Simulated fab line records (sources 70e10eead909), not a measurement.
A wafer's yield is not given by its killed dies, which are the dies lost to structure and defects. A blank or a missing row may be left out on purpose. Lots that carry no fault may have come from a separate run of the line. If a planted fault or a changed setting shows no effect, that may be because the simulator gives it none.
Which of the tools did it? | flow nand-harc | 13 lots with 39 wafers sampled at 6 steps, on a route of 1302 steps

WHAT THE GAUGES SHOWED, per wafer
NHARC_A_ONON_D1_THK_MEAS_05: measures by ellipsometry.
lot  | measured     | on            | thk-nm (nm)
L312 | day 7 18:01  | film-metro-01 | 988 989 990
L313 | day 8 05:16  | film-metro-02 | 989 991 989
L314 | day 8 10:43  | film-metro-02 | 1000 1000 1000
L315 | day 9 00:47  | film-metro-01 | 998 999 997
L316 | day 9 13:12  | film-metro-01 | 997 1001 999
L317 | day 9 19:46  | film-metro-02 | 984 985 986
L318 | day 10 12:52 | film-metro-01 | 996 995 995
L319 | day 11 00:43 | film-metro-01 | 997 998 997
L324 | day 12 23:26 | film-metro-01 | 1018 1014 1015
L330 | day 15 07:55 | film-metro-01 | 1012 1011 1012
L333 | day 16 14:10 | film-metro-01 | 999 998 1000
L335 | day 17 06:22 | film-metro-02 | 1010 1011 1012
L334 | day 17 06:22 | film-metro-01 | 987 985 987

NHARC_A_ONON_D1_THK_MEAS_14: measures by ellipsometry.
lot  | measured     | on            | thk-nm (nm)
L312 | day 7 19:41  | film-metro-02 | 995 996 995
L313 | day 8 06:57  | film-metro-02 | 1005 1004 1005
L314 | day 8 12:25  | film-metro-01 | 983 986 983
L315 | day 9 02:29  | film-metro-01 | 1003 1004 1004
L316 | day 9 14:55  | film-metro-02 | 990 992 990
L317 | day 9 21:28  | film-metro-01 | 1012 1015 1014
L318 | day 10 14:36 | film-metro-01 | 992 990 993
L319 | day 11 02:25 | film-metro-01 | 997 996 999
L324 | day 13 01:08 | film-metro-02 | 1537 1007 1007 1535 1005 1007
L330 | day 15 09:37 | film-metro-01 | 982 980 980
L333 | day 16 15:53 | film-metro-01 | 1006 1006 1006
L335 | day 17 08:03 | film-metro-02 | 1000 1001 1001
L334 | day 17 08:04 | film-metro-01 | 1014 1014 1014

NHARC_END_SORT_01.
lot  | measured     | on        | killed-at-array | killed-at-other | killed-at-periphery | killed-dies | killed-open | killed-short
L313 | day 25 07:08 | prober-01 | 57 60 54        | 0 0 0           | 4 1 1               | 61 61 55    | 5 1 1       | 5 1 2
L314 | day 25 15:55 | prober-02 | 79 61 67        | 0 0 0           | 3 5 1               | 82 66 68    | 1 5 2       | 3 6 1
L319 | day 27 11:55 | prober-01 | 83 89 83        | 0 0 0           | 3 3 7               | 86 92 90    | 0 5 3       | 4 1 1
L324 | day 29 11:46 | prober-02 | 673 65 71       | 1 1 2           | 3 6 3               | 677 72 76   | 2 6 5       | 4 4 4
L334 | day 33 20:57 | prober-01 | 68 58 57        | 4 1 0           | 2 5 1               | 74 64 58    | 4 0 3       | 0 3 2

TOOL THAT RAN EACH LOT (tool first, then ch and the chambers of the sampled wafers, then the start)
lot  | NHARC_A_ONON_D1_DEP_12           | NHARC_A_ONON_D1_DEP_33          | NHARC_A_CHANNEL_HOLE_D1_DEP_00
L312 | pecvd-onon-01 ch 0, day 7 19:14  | pecvd-01 ch 0,2, day 8 05:57    | acl-dep-01 ch 0, day 8 07:46
L313 | pecvd-onon-02 ch 0, day 8 06:37  | pecvd-01 ch 0,1,2, day 8 17:14  | acl-dep-03 ch 0, day 8 21:56
L314 | pecvd-onon-01 ch 0, day 8 11:58  | pecvd-01 ch 1,2, day 8 22:53    | acl-dep-03 ch 0, day 9 08:58
L315 | pecvd-onon-01 ch 0, day 9 02:02  | pecvd-03 ch 0,2, day 9 13:22    | acl-dep-03 ch 0, day 9 17:08
L316 | pecvd-onon-01 ch 0, day 9 14:23  | pecvd-03 ch 0,1,2, day 10 01:04 | acl-dep-03 ch 0, day 10 01:35
L317 | pecvd-onon-04 ch 0, day 9 20:57  | pecvd-01 ch 0,2, day 10 08:53   | acl-dep-02 ch 0, day 10 10:52
L318 | pecvd-onon-02 ch 0, day 10 14:05 | pecvd-03 ch 0,2, day 11 00:33   | acl-dep-01 ch 0, day 11 01:06
L319 | pecvd-onon-04 ch 0, day 11 01:58 | pecvd-03 ch 1,2, day 11 12:16   | acl-dep-01 ch 0, day 11 13:08
L324 | pecvd-onon-02 ch 0, day 13 00:44 | pecvd-03 ch 0,1,2, day 13 11:27 | acl-dep-03 ch 0, day 13 13:15
L330 | pecvd-onon-04 ch 0, day 15 09:06 | pecvd-03 ch 1,2, day 15 19:46   | acl-dep-02 ch 0, day 15 22:45
L333 | pecvd-onon-01 ch 0, day 16 15:22 | pecvd-01 ch 0,1,2, day 17 02:02 | acl-dep-01 ch 0, day 17 02:32
L335 | pecvd-onon-02 ch 0, day 17 07:32 | pecvd-02 ch 0,2, day 17 18:26   | acl-dep-02 ch 0, day 17 20:39
L334 | pecvd-onon-01 ch 0, day 17 07:37 | pecvd-03 ch 1,2, day 17 18:26   | acl-dep-03 ch 0, day 17 20:29
- NHARC_A_ONON_D1_DEP_12: target thk 1000 nm.
- NHARC_A_ONON_D1_DEP_33: deposits SiO2, target thk 200 nm.
- NHARC_A_CHANNEL_HOLE_D1_DEP_00: deposits aC, target thk 3100 nm.

WHAT THE TOOLS THEMSELVES READ (means of the sampled wafers that have a number; where no wafer has one, the mark that the record gives instead)
NHARC_A_ONON_D1_DEP_12.
lot  | tool          | nh3-flow-sccm (sccm)
L312 | pecvd-onon-01 | 500.0
L313 | pecvd-onon-02 | 502.6
L314 | pecvd-onon-01 | 499.6
L315 | pecvd-onon-01 | 499.5
L316 | pecvd-onon-01 | 501.1
L317 | pecvd-onon-04 | 499.0
L318 | pecvd-onon-02 | 500.1
L319 | pecvd-onon-04 | 502.2
L324 | pecvd-onon-02 | 502.5
L330 | pecvd-onon-04 | 498.5
L333 | pecvd-onon-01 | 498.2
L335 | pecvd-onon-02 | 498.8
L334 | pecvd-onon-01 | 502.1

NHARC_A_ONON_D1_DEP_33.
lot  | tool     | heater-power-w (W) | throttle-valve-pct (%)
L312 | pecvd-01 | 657                | 16.0
L313 | pecvd-01 | 627                | 15.6
L314 | pecvd-01 | 596                | 15.4
L315 | pecvd-03 | 542                | 15.7
L316 | pecvd-03 | 473                | 15.7
L317 | pecvd-01 | 621                | 16.0
L318 | pecvd-03 | 585                | 15.6
L319 | pecvd-03 | 483                | 16.0
L324 | pecvd-03 | 471                | 15.9
L330 | pecvd-03 | 483                | 16.0
L333 | pecvd-01 | 627                | 16.0
L335 | pecvd-02 | 548                | 15.9
L334 | pecvd-03 | 515                | 15.6

NHARC_A_CHANNEL_HOLE_D1_DEP_00.
lot  | tool       | throttle-valve-pct (%)
L312 | acl-dep-01 | 34.997
L313 | acl-dep-03 | 34.994
L314 | acl-dep-03 | 34.995
L315 | acl-dep-03 | 35.000
L316 | acl-dep-03 | 35.007
L317 | acl-dep-02 | 34.996
L318 | acl-dep-01 | 34.997
L319 | acl-dep-01 | 34.981
L324 | acl-dep-03 | 35.008
L330 | acl-dep-02 | 34.994
L333 | acl-dep-01 | 35.001
L335 | acl-dep-02 | 35.002
L334 | acl-dep-03 | 35.008

THE ANSWER, worked out from the rows above alone
Rule: the lots themselves supply what counts as usual. The widest of any qualifying gaps counts: lots, ordered by their means at a reading, are off when they make up no more than a third of the lots, leave a main group of 4 or more, and stand apart from it by 3 or more times the standard deviation of that group's means. Not used: any main group whose means are identical at the precision the tables above print for the reading. Also off: a lot with no number at a reading for which 4 or more lots have one. Any other lot the step has rows for is counted as sound. After the gauges, taken in route order, come the tools' own readings; for these a lot's mean is taken, as printed above. The first step at which some lot is off is used, and at that step the reading that is off furthest; a lot without a number counts as furthest.
Off: L324, at NHARC_A_ONON_D1_THK_MEAS_14 (thk-nm). Mean 999 nm and standard deviation 10 in the main group.
If a tool, at a process step before that reading, ran all the lots that are off and no sound lot after the first of them, it fits. Not tried: the gauges at NHARC_A_ONON_D1_THK_MEAS_14; whatever is off there is also off at NHARC_END_SORT_01, on other tools, and gauge error can't account for it. Of those tried, none fits.

WHAT THE SIMULATOR HAD PUT IN
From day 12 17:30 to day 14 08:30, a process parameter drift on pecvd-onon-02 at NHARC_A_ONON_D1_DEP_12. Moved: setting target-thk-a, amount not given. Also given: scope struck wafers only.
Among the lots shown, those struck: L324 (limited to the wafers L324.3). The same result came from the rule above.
